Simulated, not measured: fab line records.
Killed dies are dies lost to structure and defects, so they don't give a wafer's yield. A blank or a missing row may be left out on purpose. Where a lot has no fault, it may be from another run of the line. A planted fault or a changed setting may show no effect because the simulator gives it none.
fab line records | flow nandHarc
[record] lots = 6 wafers = 18 lastDay = 24
route steps=1159 shown A_CONTACT@888 END@1159
lots untouched by any fault: they come from a run of this same line in which no faults occurred
startH: hours from the record's first day to the start of the lot's first wafer shown | waitH: time in hours since the lot's previous step | " unchanged from the row above | L1.1+2: one row covering several wafers at once | - no value, or no start was given | * or withheld: withheld | < > ~ a bound
route shown NAME@n: names a module that has steps shown in the file, with the first one's number in the route | usual: mean/standard deviation taken from wafers without a fault | same: alike in all rows | chamber/n: place in a boat | sites: readings site by site | _std_site: standard deviation across them | _edge_site: mean of outer sites minus mean of inner sites | radiusMm: for every site, how far away it sits from the centre of the wafer | mask NAME#n: copy n | behind: the most recent tool/chamber to have shaped the wafer | hold: cause of the lot's hold/its duration in hours/its outcome | device: whichever transistor did not switch (one of n, p or np) | end of line: tests run on the same wafers once the route is complete | a step without rows: its recipe alone | killed: at the first sort, the dies lost to defects and structure; wafer yield is something else | map: shows each die of a wafer: x if killed, . if not, _ if none is there
set.NAME: the setting that was run; set.NAME@STEP: the one run at that earlier step | model.NAME: the simulator's own value behind a step, which no gauge read
lots at selected steps of the route; one table per step, one row per wafer
services: the hour from which a tool's chamber was out of use, counted from the record's first day as startH (under 0 if before that day), plus the number of hours and why
[[steps]]
[step NHARC_A_CONTACT_COAT_61]
[recipe] tempC = 260 timeS = 75
[step NHARC_A_CONTACT_COAT_62]
[recipe] tempC = 225 timeS = 65
[step NHARC_A_CONTACT_COAT_63]
[recipe] spinRpm = 1500 resistThkNm = 90
[step NHARC_A_CONTACT_SOFTBAKE_64]
[recipe] tempC = 105 timeS = 55
[step NHARC_A_CONTACT_EBR_65]
[step NHARC_A_CONTACT_EXPOSE_66]
[recipe] na = 1.35 sigmaOuter = 0.8 doseMj = 59.02 maskId = A_CC_2
[step NHARC_A_CONTACT_PEB_67]
[recipe] pebTempC = 100 pebTimeS = 65
[step NHARC_A_CONTACT_DEVELOP_68]
[recipe] developTimeS = 35 devTempC = 23
[step NHARC_A_CONTACT_CD_MEAS_69]
[recipe] targetCdNm = 200 landingEnergyEv = 500
[usual] cdNm = 200.0/0.5
// columns lot.wafer tool chamber startH waitH cdNm
L839.2 cdSem-03 0 383.69 - 200.7
L839.3 " 0 " " 199.9
L839.5 " 0 " " 200.8
L841.4 cdSem-03 0 392.49 - 200.3
L841.5 " 0 " " 200.5
L841.6 " 0 " " 200.1
L843.1 cdSem-01 0 408.29 - 199.5
L843.2 " 0 " " 199.8
L843.6 " 0 " " 199.7
L845.2 cdSem-02 0 428.14 - 200.4
L845.3 " 0 " " 200.3
L845.4 " 0 " " 200.0
L856.1 cdSem-02 0 504.77 - 199.4
L856.3 " 0 " " 199.6
L856.5 " 0 " " 199.6
L860.2 cdSem-01 0 513.08 - 199.7
L860.3 " 0 " " 200.1
L860.6 " 0 " " 200.1
[step NHARC_A_CONTACT_OVL_MEAS_70]
[usual] overlayXNm = 0.0/0.67 overlayYNm = -0.1/0.95
// columns lot.wafer tool chamber startH waitH overlayXNm overlayYNm
L839.2 overlay-01 - 383.78 - 0.3 2.0
L839.3 " - " " -0.6 2.3
L839.5 " - " " 0.3 1.9
L841.4 overlay-02 - 392.57 - 0.1 -0.9
L841.5 " - " " 0.0 -0.3
L841.6 " - " " -0.1 -1.1
L843.1 overlay-01 - 408.38 - 0.1 0.7
L843.2 " - " " -0.2 0.1
L843.6 " - " " 0.1 0.9
L845.2 overlay-02 - 428.23 - 0.0 -2.1
L845.3 " - " " 0.3 -1.8
L845.4 " - " " 0.5 -1.3
L856.1 overlay-02 - 504.85 - 0.7 0.2
L856.3 " - " " 1.1 -0.5
L856.5 " - " " 1.1 -0.6
L860.2 overlay-02 - 513.16 - 1.1 1.8
L860.3 " - " " 1.2 2.3
L860.6 " - " " 1.4 1.7
[step NHARC_A_CONTACT_INSPECT_71]
[usual] rawDefectCount = 31/14
// columns lot.wafer tool chamber startH waitH rawDefectCount
L839.2 defectInspect-02 - 383.82 0.0 19
L839.3 " - " " 15
L839.5 " - " " 18
L841.4 defectInspect-02 - 392.60 0.0 39
L841.5 " - " " 29
L841.6 " - " " 36
L843.1 defectInspect-02 - 408.41 0.0 24
L843.2 " - " " 34
L843.6 " - " " 25
L845.2 defectInspect-02 - 428.26 0.0 46
L845.3 " - " " 35
L845.4 " - " " 36
L856.1 defectInspect-01 - 504.89 0.0 25
L856.3 " - " " 30
L856.5 " - " " 28
L860.2 defectInspect-02 - 513.20 0.0 40
L860.3 " - " " 48
L860.6 " - " " 45
[step NHARC_A_CONTACT_DESCUM_74]
[recipe] timeS = 3 o2FlowSccm = 200 arFlowSccm = 0 biasPowerW = 0 chemistry = O2
[usual] chamberPressureMTorr = 60.00/0.054 drypumpMotorCurrentA = 5.77/0.24 oesProductAu = 0.999/0.0074 rfVppV = 57.6/0.86 showerheadPlenumPTorr = 1.93/0.088 throttleValvePct = 11.311/0.0094
// columns lot.wafer tool chamber startH waitH chamberPressureMTorr drypumpMotorCurrentA oesProductAu rfHoursCounterH rfVppV showerheadPlenumPTorr throttleValvePct
L839.3 rieDiel-01 3 383.91 0.1 60.04 5.68 0.991 10 57.1 1.77 11.300
L839.2 " 2 " " 60.10 5.70 0.988 10 58.3 2.00 11.324
L839.5 " 3 " " 59.99 5.69 1.000 - 56.9 1.77 11.329
L841.4 rieDiel-01 1 392.66 0.1 60.06 5.90 0.997 14 57.0 2.00 11.308
L841.5 " 1 " " 60.08 5.89 0.999 - 57.9 2.00 11.318
L841.6 " 2 " " 59.97 5.67 0.984 - 59.0 2.00 11.306
L843.1 rieDiel-01 1 408.47 0.1 59.97 5.84 0.994 18 58.9 1.99 11.303
L843.2 " 0 " " 60.08 6.16 0.997 18 59.1 1.95 11.306
L843.6 " 2 " " 60.00 5.72 0.993 - 57.4 2.00 11.325
L845.2 rieDiel-01 3 428.40 0.1 60.08 5.67 0.994 20 57.1 1.76 11.309
L845.3 " 0 " " 59.91 6.16 1.005 21 59.2 1.95 11.315
L845.4 " 2 " " 60.04 5.71 0.990 21 58.0 2.00 11.327
L856.3 rieDiel-01 2 504.95 0.1 59.95 5.73 1.000 0 58.0 1.99 11.309
L856.1 " 1 " " 60.04 5.91 0.997 0 58.1 1.99 11.301
L856.5 " 3 " " 59.96 5.69 1.004 - 57.6 2.08 11.324
L860.3 rieDiel-01 2 513.27 0.1 60.03 5.70 0.992 3 57.8 1.99 11.316
L860.2 " 3 " " 59.92 5.68 0.997 3 58.4 2.08 11.304
L860.6 " 2 " " 60.00 5.69 0.981 - 57.2 1.99 11.322
[step NHARC_A_CONTACT_ETCH_75]
[recipe] targetDepthA = 390 overEtchFrac = 0.3 timeS = 65 ionEnergyEv = 80 cf4FlowSccm = 150 arFlowSccm = 0 rfW = 300 biasW = 100 chemistry = CF4
[usual] biasW = 100.03/0.29 chamberPressureMTorr = 50.00/0.045 drypumpMotorCurrentA = 5.76/0.24 oesProductAu = 1.001/0.0079 rfVppV = 151.5/1.3 showerheadPlenumPTorr = 1.78/0.074 throttleValvePct = 13.284/0.0079
// columns lot.wafer tool chamber startH waitH biasW chamberPressureMTorr drypumpMotorCurrentA oesProductAu rfHoursCounterH rfVppV showerheadPlenumPTorr throttleValvePct
L839.2 rieDiel-01 2 384.00 0.1 100.52 50.02 5.72 0.981 10 153.0 1.84 13.291
L839.3 " 3 " " 99.75 50.07 5.67 1.003 10 149.9 1.64 13.296
L839.5 " 1 " " 99.86 50.05 5.87 1.004 - 151.7 1.84 13.279
L841.4 rieDiel-01 0 392.76 0.1 99.78 50.04 6.15 1.005 14 152.0 1.80 13.295
L841.6 " 2 " " 100.20 49.97 5.68 0.983 - 151.5 1.84 13.271
L841.5 " 3 " " 100.12 50.04 5.70 1.005 - 150.4 1.64 13.290
L843.1 rieDiel-01 0 408.59 0.1 100.24 50.06 6.17 0.808 18 150.9 1.80 13.270
L843.2 " 1 " " 100.13 49.97 5.88 1.009 18 152.8 1.84 13.278
L843.6 " 2 " " 100.08 50.03 5.68 0.994 - 151.7 1.84 13.291
L845.4 rieDiel-01 2 428.50 0.1 99.43 50.00 5.72 0.998 21 152.5 1.84 13.274
L845.2 " 3 " " 100.06 50.03 5.68 1.008 20 147.7 1.64 13.286
L845.3 " 0 " " 100.57 50.03 6.18 0.812 21 152.5 1.80 13.284
L856.1 rieDiel-01 1 505.04 0.1 100.33 50.00 5.83 1.002 0 153.0 1.83 13.289
L856.3 " 2 " " 99.90 50.01 5.68 1.001 0 152.5 1.84 13.275
L856.5 " 1 " " 100.57 49.99 5.83 1.015 - 151.9 1.83 13.276
L860.2 rieDiel-01 2 513.35 0.1 99.96 50.04 5.72 1.008 3 152.9 1.84 13.287
L860.3 " 0 " " 100.11 50.04 6.18 1.002 3 151.3 1.79 13.291
L860.6 " 2 " " 100.00 49.97 5.73 1.002 - 151.7 1.84 13.283
[step NHARC_A_CONTACT_ETCH_76]
[recipe] targetDepthA = 2600 overEtchFrac = 0.3 timeS = 475.3 ionEnergyEv = 200 n2FlowSccm = 150 h2FlowSccm = 150 arFlowSccm = 0 rfW = 400 biasW = 150 chemistry = N2/H2
[usual] biasW = 150.0/0.4 chamberPressureMTorr = 30.001/0.027 drypumpMotorCurrentA = 5.80/0.25 oesProductAu = 1.001/0.0074 rfVppV = 431.1/2.5 showerheadPlenumPTorr = 2.06/0.092 throttleValvePct = 14.172/0.0098
// columns lot.wafer tool chamber startH waitH biasW chamberPressureMTorr drypumpMotorCurrentA oesProductAu rfHoursCounterH rfVppV showerheadPlenumPTorr throttleValvePct
L839.3 rieDiel-01 2 - - 150.3 29.988 5.68 0.986 10 431.7 2.14 14.172
L839.2 " 3 " " 150.0 30.024 5.65 0.991 10 427.0 1.88 14.174
L839.5 " 1 " " 149.7 30.039 5.84 0.998 - 433.7 2.13 14.166
L841.4 rieDiel-01 3 - - 150.2 30.013 5.68 1.010 13 425.6 1.88 14.189
L841.6 " 2 " " 150.2 30.004 5.70 0.998 - 433.6 2.14 14.177
L841.5 " 3 " " 150.6 29.986 5.71 1.006 - 426.4 1.88 14.178
L843.1 rieDiel-01 1 - - 149.2 29.995 5.82 1.012 18 433.7 2.13 14.178
L843.2 " 2 " " 150.1 30.002 5.69 1.001 17 432.8 2.13 14.177
L843.6 " 3 " " 150.2 30.012 5.68 1.002 - 426.1 1.88 14.157
L845.4 rieDiel-01 2 - - 149.9 29.999 5.71 0.986 21 433.0 2.13 14.163
L845.3 " 0 " " 149.9 30.027 6.16 1.003 21 431.4 2.08 14.170
L845.2 " 1 " " 149.5 29.995 5.95 1.008 22 433.4 2.13 14.162
L856.1 rieDiel-01 2 - - 149.6 29.988 5.71 0.999 0 433.8 2.13 14.166
L856.3 " 3 " " 149.4 30.009 5.67 1.007 0 435.1 2.22 14.187
L856.5 " 3 " " 149.6 30.003 5.64 1.011 - 435.3 2.22 14.172
L860.2 rieDiel-01 1 - - 149.8 29.994 5.93 1.006 4 431.5 2.12 14.185
L860.3 " 3 " " 149.9 30.003 5.69 1.012 3 434.4 2.22 14.179
L860.6 " 0 " " 150.2 29.999 6.19 1.002 - 430.8 2.07 14.185
[step NHARC_END_SORT_01]
[recipe] tempC = 25
[usual] killedAtArray = 26/9.6 killedAtOther = 0.7/0.92 killedAtPeriphery = 3.8/2.7 killedDies = 31/10 killedOpen = 3.3/1.7 killedShort = 1.8/1.3
[same] grossDies = 677
// columns lot.wafer tool chamber startH waitH killedAtArray killedAtOther killedAtPeriphery killedDies killedOpen killedShort
L843.1 prober-01 0 477.76 2.5 618 1 3 622 3 2
L845.3 prober-01 0 487.75 3.1 661 1 3 665 3 1
// killed by level:class
L843.1 A_CONTACT:areaEtch=591 A_CHANNEL_HOLE_D1:chamberFilmFlake=15 A_SLIT:chamberFilmFlake=5 A_CONTACT:chamberFilmFlake=3 P_M0:geometricParticle:short=2 A_CONTACT:geometricParticle:open=2 A_M1:chamberFilmFlake=2 P_M2:geometricParticle:open=1
L845.3 A_CONTACT:areaEtch=636 A_CHANNEL_HOLE_D1:chamberFilmFlake=10 A_SLIT:chamberFilmFlake=9 A_WL_FILL:chamberFilmFlake=4 P_M0:geometricParticle:open=2 A_M0:geometricParticle:open=1 P_GATE:chamberFilmFlake=1 STARTING-WAFER:geometricParticle:short=1
// map L843.1 (x killed, . not)
____________x____________
_________xxxxxxx_________
_______xxxxxxxxxxx_______
______xxxxxxxxxxxxx______
_____xxxxxxxxxxxxxxx_____
____xxxxxxxxxxxxxxxxx____
____xxxxxxxxxxxxxxxxx____
___xxxxxxxxxxxxxxxxxxx___
___xxxxxxxxxxxxxxxxxxx___
__xxxxxxxxxx.xxxxxxxxxx__
__xxxxxxxxxxxxxxxxxxxxx__
_xxxxxxxxxxx.x.xxx.xxxxx_
_xxxxxxxxx.xxxx.xxxxxxxx_
_xxxxxxxx.x..xxxxxxxxxxx_
_xxxxxx.xxxx.xx..xxxxxxx_
_xxxx.x.xxxxxxxxx.xxxx.x_
xxxxx.x..x..xx.x.xxxxxxxx
xxxxxxxx.x.x.x.xxxxxxxxxx
xxxxxxx..x.xxxxx.xxxxxxxx
xx.x.xxxxx.x.xxx.xxxxxxxx
xxxxxxxxx..xx..x.xxxxxxxx
_xxxxx...x.xxxxx.xxxxxxx_
_xxxxxxxx.xx.x.xxxxxxxxx_
_xxxxxxxxx.xxxxxxx.xxxxx_
_xxxxxxxxxxxxxx.xxxxxxxx_
_xxxxxx.xxxxxxxxxxxxxxxx_
__xxxxxxxxx.xxxxxxxxxxx__
__xxxxxxxxxxxxxxxxxxxxx__
___xxxxxxxxxxxxxxxxxxx___
___xxxxxxxxxxxxxxxxxxx___
____xxxxxxxxxxxxxxxxx____
____xxxxxxxxxxxxxxxxx____
_____xxxxxxxxxxxxxxx_____
______xxxxxxxxxxxxx______
_______xxxxxxxxxxx_______
_________xxxxxxx_________
____________x____________
// map L845.3 (x killed, . not)
____________x____________
_________xxxxxxx_________
_______xxxxxxxxxxx_______
______xxxxxxxxxxxxx______
_____xxxxxxxxxxxxxxx_____
____xxxxxxxx.xxxxxxxx____
____xxxxxxxxxxxxxxxxx____
___xxxxxxxxxxxxxx.xxxx___
___xxxxxxxxxxxxxxxxxxx___
__xxxxxxxxxxxxxxxxxxxxx__
__xxxxxxxxxxxxx.xxxxxxx__
_xxxxxxxxxxxxxxxxxxxxxxx_
_xxxxxxx..xxxxxxx.xxxxxx_
_xxxxxxxxxx.xxxxxxxxxxxx_
_xxxxxxxxxxxxxx.xxxxxxxx_
_x.xxxxxxxxxxxxxxxxxxxxx_
xxxxxxxxxxxxxxxxxxxxxxxxx
xxxxxxxxxxxxxxxxxxxxxxxxx
xxxxxxxxxxxxxxxxxxxx.xxxx
xxxxxxxxxxxxxxxxxxxxxxxxx
xxxxxxxxxxxxxxxxxxxxxxxxx
_xxxxxxxxxxxxxxxxxxxxxxx_
_xxxxxxxxxxxxxxxxxxxxxxx_
_xxxxxxxxxxxxxxxxxxxxxxx_
_xxxxxxxxxxxxxxxxxxxxxxx_
_xxxxxxxxxxxxxxxxxxx.xxx_
__xxxxxxxxxxxxxxxxxxxxx__
__xxxxxxxxxxxxxxxxxxxxx__
___xxxxxxxxxxxxxxxxxxx___
___xxxxxxx.xxxxxxxxxxx___
____xxxxxxxxxxxxxxxxx____
____xxxxxxxxxxxxxxxxx____
_____xxxxxxxxxxxxxxx_____
______xxxxxxxxxxxxx______
_______xxxxxxxxxxx_______
_________xxxxxxx_________
____________x____________
[[services]]
// columns tool chamber startH hours kind
rieDiel-01 0 372.81 - clean
rieDiel-01 1 372.81 - clean
rieDiel-01 2 372.81 - clean
rieDiel-01 3 372.81 - clean
rieDiel-01 0 397.31 - clean
rieDiel-01 1 397.31 - clean
rieDiel-01 2 397.31 - clean
rieDiel-01 3 397.31 - clean
rieDiel-01 0 421.89 - clean
rieDiel-01 1 421.89 - clean
rieDiel-01 2 421.89 - clean
rieDiel-01 3 421.89 - clean
rieDiel-01 0 446.39 - clean
rieDiel-01 1 446.39 - clean
rieDiel-01 2 446.39 - clean
rieDiel-01 3 446.39 - clean
rieDiel-01 0 470.91 - clean
rieDiel-01 1 470.91 - clean
rieDiel-01 2 470.91 - clean
rieDiel-01 3 470.91 - clean
rieDiel-01 - 491.81 9.0 pm
rieDiel-01 0 491.81 9.0 ventCycle
rieDiel-01 1 491.81 9.0 ventCycle
rieDiel-01 2 491.81 9.0 ventCycle
[[key]]
[firstSign] step = NHARC_A_CONTACT_ETCH_75 reading = oesProductAu direction = down sigmas = 24 usual = 1.001 struck = 0.810
[effect] step = NHARC_END_SORT_01 reading = killedAtArray direction = up sigmas = 64 usual = 26 struck = 640
[moreKillsBornAt] NHARC_A_CONTACT_ETCH_75@rieDiel-01 = 1227
metAt NHARC_A_CONTACT_ETCH_75
struckWafers L843.1,L845.3
laterRowsLeftOut L843.1,L845.3
testerLeftOut L843,L845
onsetBetween 392.76 408.59
[fault] kind = processParameterDrift tool = rieDiel-01 chamber = 0 onsetH = 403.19 steps = NHARC_A_CONTACT_ETCH_75 channel = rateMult offset = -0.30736 shape = step endH = 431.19
// testerLeftOut: of these lots the tester's yield and bins aren't shown, on N5 and GAA mostly nor the transistor test; their killed dies are dies lost to structure and defects alone, not to doping, threshold or leakage, so they don't give the yield
// laterRowsLeftOut: the simulator's readings of these wafers behind a module that went badly wrong aren't trusted and aren't shown, but for the sort
